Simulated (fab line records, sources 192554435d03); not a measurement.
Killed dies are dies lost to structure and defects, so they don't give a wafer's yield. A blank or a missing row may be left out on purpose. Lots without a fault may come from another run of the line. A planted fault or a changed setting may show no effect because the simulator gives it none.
Chamber matching | flow n5_finfet | N5_FIN_SAQP_PECVD_48 on pecvd-02: 3 sister chambers
The step deposits SiNx from SiH4/NH3/N2, target thk 25 nm, time 22.1 s. 20 wafers are shown with their chamber, then 10 later ones without.

WAFERS WITH THEIR CHAMBER
wafer  | chamber | throttle_valve_pct (%) | heater_power_w (W) | showerhead_plenum_p_Torr (Torr)
L076.1 | 0       | 39.3                   | 807                | 5.22
L076.2 | 1       | 41.6                   | 938                | 5.21
L076.5 | 0       | 39.6                   | 786                | 5.23
L081.2 | 2       | 40.3                   | 719                | 5.21
L081.3 | 1       | 41.6                   | 907                | 5.18
L081.4 | 0       | 39.7                   | 824                | 5.23
L082.1 | 1       | 41.8                   | 938                | 5.19
L082.2 | 0       | 39.5                   | 691                | 5.24
L082.4 | 2       | 40.1                   | 652                | 5.22
L083.1 | 1       | 41.5                   | 999                | 5.20
L083.2 | 0       | 39.5                   | 702                | 5.22
L083.3 | 2       | 40.0                   | 629                | 5.21
L083.4 | 0       | 39.9                   | 697                | 5.24
L083.5 | 2       | 40.3                   | 632                | 5.20
L083.6 | 1       | 41.6                   | 977                | 5.20
L085.3 | 2       | 40.0                   | 672                | 5.19
L085.5 | 2       | 40.4                   | 671                | 5.19
L085.6 | 1       | 41.8                   | 926                | 5.20
L088.1 | 0       | 39.8                   | 757                | 5.24
L088.2 | 1       | 41.6                   | 960                | 5.19

SIGNATURES (means of the wafers above)
reading                  | chamber 0 | chamber 1 | chamber 2 | scatter within a chamber
throttle_valve_pct       | 39.614    | 41.643    | 40.183    | 0.167
heater_power_w           | 752.00    | 949.29    | 662.50    | 42.1
showerhead_plenum_p_Torr | 5.2314    | 5.1957    | 5.2033    | 0.0103
Rule: a wafer's distance from a chamber is the root of the sum, over the readings, of the square of ((its reading less the chamber's mean) divided by the reading's scatter). The wafer belongs to the nearest chamber; if the next one is less than 2 further off, it can't be placed. The scatter: the root of (the sum of the squares of (reading less its chamber's mean) over the shown wafers, divided by (wafers less chambers)).

WAFERS WITHOUT THEIR CHAMBER
wafer  | throttle_valve_pct (%) | heater_power_w (W) | showerhead_plenum_p_Torr (Torr)
L088.4 | 41.9                   | 957                | 5.20
L089.2 | 39.6                   | 658                | 5.22
L089.4 | 40.2                   | 618                | 5.21
L089.5 | 41.6                   | 906                | 5.19
L091.1 | 41.6                   | 880                | 5.19
L091.2 | 39.6                   | 787                | 5.24
L091.4 | 39.8                   | 799                | 5.24
L092.3 | 41.7                   | 809                | 5.19
L092.5 | 40.4                   | 733                | 5.21
L092.6 | 39.6                   | 791                | 5.23

WHICH CHAMBER EACH WENT THROUGH
wafer  | from the rows above     | in truth
L088.4 | 1                       | 1
L089.2 | can't be placed: 0 or 2 | 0
L089.4 | 2                       | 2
L089.5 | 1                       | 1
L091.1 | 1                       | 1
L091.2 | 0                       | 0
L091.4 | 0                       | 0
L092.3 | 1                       | 1
L092.5 | 2                       | 2
L092.6 | 0                       | 0
Placed correctly: 9 of 10. Can't be placed from these rows: 1 (the true chamber is among the candidates in 1). Placed wrongly: 0.
